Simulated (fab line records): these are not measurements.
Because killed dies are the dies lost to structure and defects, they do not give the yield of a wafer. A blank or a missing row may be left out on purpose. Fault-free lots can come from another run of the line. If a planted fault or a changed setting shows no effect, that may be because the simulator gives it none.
8D (eight disciplines) problem report, filled in by code / flow n5 finfet / the parts of the form that need people (team, actions taken, sign-off) are left out

1. PROBLEM STATEMENT
Wafers without a fault read 1499.9 rpm, standard deviation 0.9; spin speed rpm at N5_BEOL_M2_COAT_05 reads a mean of 1446.3 rpm on 9 wafers belonging to 3 lots. That is -60 standard deviations from the usual mean.
The step: resist thk 30 nm.
The first sign was on wafer L369.2 at day 9 16:27, on litho track-05. Wafers with a number at this step in the record: 21, from 7 lots. The rule behind "out" and "out of limits": a value lying over 4 standard deviations away from the usual mean. Any other wafer with a number is counted as sound.

2. WHAT THIS IS AND IS NOT
question=which readings at this step | is=spin speed rpm | is not=-
question=which lots | is=L368, L369, L370 | is not=L362, L366, L377, L380
question=which wafers of those lots | is=all that have a number | is not=-
question=read on which tools | is=litho track-05 | is not=litho track-01, litho track-03
question=when | is=from day 9 16:27 | is not=up to then (6 sound wafers); but 6 sound wafers of L377, L380 came after

3. THE SUSPECTS, EACH WITH WHAT RULES IT OUT
Counting: any tool at a process step up to the reading is kept as a suspect provided that every lot that is out went through it and no sound lot did after the first of them.
- litho track-05 at N5_BEOL_M2_COAT_05 (resist thk 30 nm): kept. All lots that are out passed through it, beginning with L369 at day 9 16:27, and no sound lot followed; its final sound lot before that point was L366 at day 8 23:47. Out on those wafers are its own readings of spin speed rpm.
The count leaves litho track-05 at N5_BEOL_M2_COAT_05.

4. THE CAUSE (what the simulator had put in)
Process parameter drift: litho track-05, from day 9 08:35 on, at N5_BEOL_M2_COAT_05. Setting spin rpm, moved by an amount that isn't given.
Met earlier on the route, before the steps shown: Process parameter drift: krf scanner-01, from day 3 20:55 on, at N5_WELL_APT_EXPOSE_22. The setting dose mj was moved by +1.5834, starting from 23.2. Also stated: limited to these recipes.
Counting left only this tool.

5. THE CHAIN OF EFFECTS, in route order
Each row: a reading whose mean over the struck wafers that have a number lies more than 3 standard deviations from the usual. Only readings whose record carries a usual standard deviation are examined. hours: median over the lots of the time between each lot's start at the first step of this table that gives one and its start at this step. sigmas: the change, counted in usual standard deviations.
hours=0; step=N5_BEOL_M2_COAT_05; reading=spin speed rpm; usual=1499.9 rpm; on struck wafers=1446.3; change=-53.6; sigmas=-60
The process steps in it:
- N5_BEOL_M2_COAT_05: resist thk 30 nm.
Later steps that measure or inspect, where all struck wafers having a row at the step show a number for every such reading and not one has moved that far: N5_BEOL_M2_CD_MEAS_11, N5_BEOL_M2_OVL_MEAS_12, N5_BEOL_M2_INSPECT_13, N5_BEOL_M4_RC_MEAS_101.

6. HOW IT WOULD HAVE BEEN CAUGHT EARLIER
In this record the first reading out of limits was taken at day 9 16:27, 8 hours after the fault began at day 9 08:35.
